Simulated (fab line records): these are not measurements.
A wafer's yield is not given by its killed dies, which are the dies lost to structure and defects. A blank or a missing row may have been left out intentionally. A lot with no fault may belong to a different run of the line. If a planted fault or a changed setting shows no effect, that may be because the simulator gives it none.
Comparing a struck lot with a sound one | flow nand_harc | 13 steps out of a route of 1159
Sound: these wafers, L757.1, L757.3, L757.5. Struck: wafer L764.6. (L764.4 of the same lot was not struck and is left out.) The cause comes at the end.
For every step that has rows: the tool of each side, followed by ch and its chambers, followed by its first start. Under that, the readings that differ: sound wafers | struck wafers | difference of the means | sigmas: that difference in standard deviations of wafers without a fault.
alike: readings with means less than 2 such deviations apart, plus words and numbers identical on both sides. not compared: withheld readings, readings lacking a value on some wafer, bounds such as >300 that could conceal the same value, and numbers that have no deviation in the record and whose values overlap.
The two part at a step that has a row with sigmas, a row that says differs or no value, or rows on one side only. Numbers that have no deviation but don't overlap get no sigmas and don't part them. Lack of a reading on every wafer of one side parts them only where that side has two or more wafers.

first, 4 steps without rows for these wafers: NHARC_A_STAIRCASE_PEB_07 (peb time 130 s); NHARC_A_STAIRCASE_DEVELOP_08 (time 140 s); NHARC_A_STAIRCASE_HARDBAKE_10 (time 140 s); NHARC_A_STAIRCASE_DESCUM_11 (chemistry O2, time 3 s).
NHARC_A_STAIRCASE_TRIM_12: chemistry O2, time 211.2 s.
  sound on rie_diel-10 ch 0,1,3, day 12 21:56; struck on rie_diel-09 ch 1, day 14 20:44
  alike: drypump_motor_current_A, oes_product_au, rf_vpp_V, showerhead_plenum_p_Torr, throttle_valve_pct
  not compared: rf_hours_counter_h
NHARC_A_STAIRCASE_ETCH_13: etches the open film in C4F8/O2, target depth 100 nm, time 40.5 s.
  sound on rie_diel-10 ch 2,3; struck on rie_diel-09 ch 0
  reading            | sound             | struck | difference | sigmas
  rf_fwd_power_W (W) | 596.4 596.5 596.9 | 590.7  | -5.9       | -2
  alike: oes_product_au, rf_vpp_V
  not compared: rf_hours_counter_h
then, 1 step without rows for these wafers: NHARC_A_STAIRCASE_TRIM_14 (chemistry O2, time 211.2 s).
NHARC_A_STAIRCASE_ETCH_15: etches the open film in C4F8/O2, target depth 100 nm, time 40.5 s.
  sound on rie_diel-10 ch 0,1,3; struck on rie_diel-09 ch 3
  alike: oes_product_au, rf_fwd_power_W, rf_vpp_V
  not compared: rf_hours_counter_h
NHARC_A_STAIRCASE_TRIM_16: chemistry O2, time 211.2 s.
  sound on rie_diel-10 ch 0,1,3; struck on rie_diel-09 ch 0
  reading                | sound                | struck | difference | sigmas
  throttle_valve_pct (%) | 17.048 17.038 17.033 | 17.022 | -0.018     | -2
  alike: drypump_motor_current_A, oes_product_au, rf_vpp_V, showerhead_plenum_p_Torr
  not compared: rf_hours_counter_h
NHARC_A_STAIRCASE_ETCH_17: etches the open film in C4F8/O2, target depth 100 nm, time 40.5 s.
  sound on rie_diel-10 ch 0,2,3; struck on rie_diel-09 ch 0
  reading            | sound             | struck | difference | sigmas
  rf_fwd_power_W (W) | 595.5 596.2 593.0 | 585.4  | -9.5       | -4
  alike: oes_product_au, rf_vpp_V
  not compared: rf_hours_counter_h
then, 1 step without rows for these wafers: NHARC_A_STAIRCASE_TRIM_18 (chemistry O2, time 211.2 s).
NHARC_A_STAIRCASE_ETCH_19: etches the open film in C4F8/O2, target depth 100 nm, time 40.5 s.
  sound on rie_diel-10 ch 1,2, day 12 22:46; struck on rie_diel-09 ch 1, day 14 21:40
  reading               | sound             | struck | difference | sigmas
  oes_product_au (a.u.) | 0.943 0.944 0.947 | 1.111  | +0.166     | +15
  alike: rf_fwd_power_W, rf_vpp_V
  not compared: rf_hours_counter_h
-- record jumps: 9 days between struck wafers' starts before vs after; left off in module A_STAIRCASE, resumes in module END, first step shown is number 1159 of the route --
NHARC_END_SORT_01:
  sound on prober-01 ch 0, day 21 16:52; struck on prober-02 ch 0, day 23 10:12
  reading         | sound    | struck | difference | sigmas
  killed_at_array | 31 22 29 | 673    | +646       | +59
  killed_dies     | 36 24 32 | 676    | +645       | +59
  alike: killed_at_other, killed_at_periphery, killed_open, killed_short

## WHERE THEY PART
At NHARC_A_STAIRCASE_ETCH_13 first; at NHARC_END_SORT_01 last (within this record only).

WHY: what had been put in by the simulator
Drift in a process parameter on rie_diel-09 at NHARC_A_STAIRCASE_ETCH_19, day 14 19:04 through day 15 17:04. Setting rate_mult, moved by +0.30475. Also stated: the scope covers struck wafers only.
